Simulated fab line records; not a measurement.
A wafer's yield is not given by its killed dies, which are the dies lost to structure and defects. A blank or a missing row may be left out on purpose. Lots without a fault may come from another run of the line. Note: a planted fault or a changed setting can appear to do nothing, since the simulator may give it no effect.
Split-lot trial / flow n5 finfet / route with 1938 steps; 7 lots, 21 wafers read

THE SPLIT ITSELF
At N5_PASSIVATION_VIA_ETCH_13 (etches SiO2 in CHF3/O2, target depth 660 nm, time 330 s), the setting bias w was moved away from the recipe's 170 W on 3 of the 21 wafers read, by -14.5% to +12.0%. All remaining wafers had this setting at the recipe value.

The split's own step is where the reading is taken.

THE READING
rf vpp V, in V, at N5_PASSIVATION_VIA_ETCH_13 (etches SiO2 in CHF3/O2, target depth 660 nm, time 330 s). A value of 524 V with a standard deviation of 4.2 V is what fault-free wafers of this fab line usually give.

wafer=L075.3; tool, chamber at the split=rie diel-02, 0; bias w as run, W=145.4; against the recipe=-14.5%; rf vpp V, V=458; against lot-mates on the recipe=-66
wafer=L075.4; tool, chamber at the split=rie diel-02, 2; bias w as run, W=170; against the recipe=recipe; rf vpp V, V=524; against lot-mates on the recipe=-
wafer=L075.6; tool, chamber at the split=rie diel-02, 1; bias w as run, W=170; against the recipe=recipe; rf vpp V, V=525; against lot-mates on the recipe=-
wafer=L076.3; tool, chamber at the split=rie diel-05, 2; bias w as run, W=170; against the recipe=recipe; rf vpp V, V=529; against lot-mates on the recipe=-
wafer=L076.5; tool, chamber at the split=rie diel-05, 0; bias w as run, W=170; against the recipe=recipe; rf vpp V, V=520; against lot-mates on the recipe=-
wafer=L076.6; tool, chamber at the split=rie diel-05, 1; bias w as run, W=170; against the recipe=recipe; rf vpp V, V=523; against lot-mates on the recipe=-
wafer=L077.1; tool, chamber at the split=rie diel-05, 3; bias w as run, W=170; against the recipe=recipe; rf vpp V, V=526; against lot-mates on the recipe=-
wafer=L077.2; tool, chamber at the split=rie diel-05, 2; bias w as run, W=190.4; against the recipe=+12.0%; rf vpp V, V=581; against lot-mates on the recipe=+58
wafer=L077.3; tool, chamber at the split=rie diel-05, 0; bias w as run, W=170; against the recipe=recipe; rf vpp V, V=520; against lot-mates on the recipe=-
wafer=L080.2; tool, chamber at the split=rie diel-01, 3; bias w as run, W=170; against the recipe=recipe; rf vpp V, V=525; against lot-mates on the recipe=-
wafer=L080.3; tool, chamber at the split=rie diel-01, 0; bias w as run, W=170; against the recipe=recipe; rf vpp V, V=529; against lot-mates on the recipe=-
wafer=L080.5; tool, chamber at the split=rie diel-01, 1; bias w as run, W=170; against the recipe=recipe; rf vpp V, V=520; against lot-mates on the recipe=-
wafer=L081.3; tool, chamber at the split=rie diel-02, 1; bias w as run, W=170; against the recipe=recipe; rf vpp V, V=526; against lot-mates on the recipe=-
wafer=L081.5; tool, chamber at the split=rie diel-02, 0; bias w as run, W=170; against the recipe=recipe; rf vpp V, V=517; against lot-mates on the recipe=-
wafer=L081.6; tool, chamber at the split=rie diel-02, 1; bias w as run, W=170; against the recipe=recipe; rf vpp V, V=525; against lot-mates on the recipe=-
wafer=L083.1; tool, chamber at the split=rie diel-01, 2; bias w as run, W=170; against the recipe=recipe; rf vpp V, V=533; against lot-mates on the recipe=-
wafer=L083.3; tool, chamber at the split=rie diel-01, 3; bias w as run, W=186.3; against the recipe=+9.6%; rf vpp V, V=567; against lot-mates on the recipe=+36
wafer=L083.4; tool, chamber at the split=rie diel-01, 0; bias w as run, W=170; against the recipe=recipe; rf vpp V, V=528; against lot-mates on the recipe=-
wafer=L093.1; tool, chamber at the split=rie diel-01, 0; bias w as run, W=170; against the recipe=recipe; rf vpp V, V=528; against lot-mates on the recipe=-
wafer=L093.4; tool, chamber at the split=rie diel-01, 2; bias w as run, W=170; against the recipe=recipe; rf vpp V, V=532; against lot-mates on the recipe=-
wafer=L093.5; tool, chamber at the split=rie diel-01, 0; bias w as run, W=170; against the recipe=recipe; rf vpp V, V=527; against lot-mates on the recipe=-

FIT RESULTS
A straight line over all 21 wafers: rf vpp V changes by +4.59 V for each +1% of bias w; r = +0.98; the points scatter about the line by 4.1 V.
The same after taking each lot's own level away (the mean of its wafers on the recipe; 21 wafers): +4.51 V for each +1%; r = +0.99; scatter 3.5 V.
That fit puts the effect of the largest move of bias w on the reading at 65 V.
From 522.7 to 530.5 V: that is the span of the lots' own levels, equal to 1.9 times the standard deviation above.
The two slopes agree, so the slope changes little with the lot-to-lot level.
Check: with one of the wafers moved furthest among these (-14.5%) left out of the fit, the line predicts -64.3 V for it against its lot-mates. It came out at -66.5 V against them.
Tool readings at the split's step, against how far the setting was moved: rf vpp V r = +0.98.

OTHER SPLITS APPLIED TO THESE WAFERS
Other splits were also applied to these wafers ahead of the reading. Each is held against what the fit with the lots' levels taken away leaves over:
other split on the same wafers=N5_BEOL_M15_COAT_22 spin rpm; wafers away from the commonest value=9; r with rf vpp V (lot level and that fit taken away)=+0.22
other split on the same wafers=N5_MIM_TOP_ALD_01 ald cycles; wafers away from the commonest value=6; r with rf vpp V (lot level and that fit taken away)=+0.03

THE FILE'S OWN FIT
rf vpp V changes by +4.49 V for each +1% of bias w, r = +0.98.
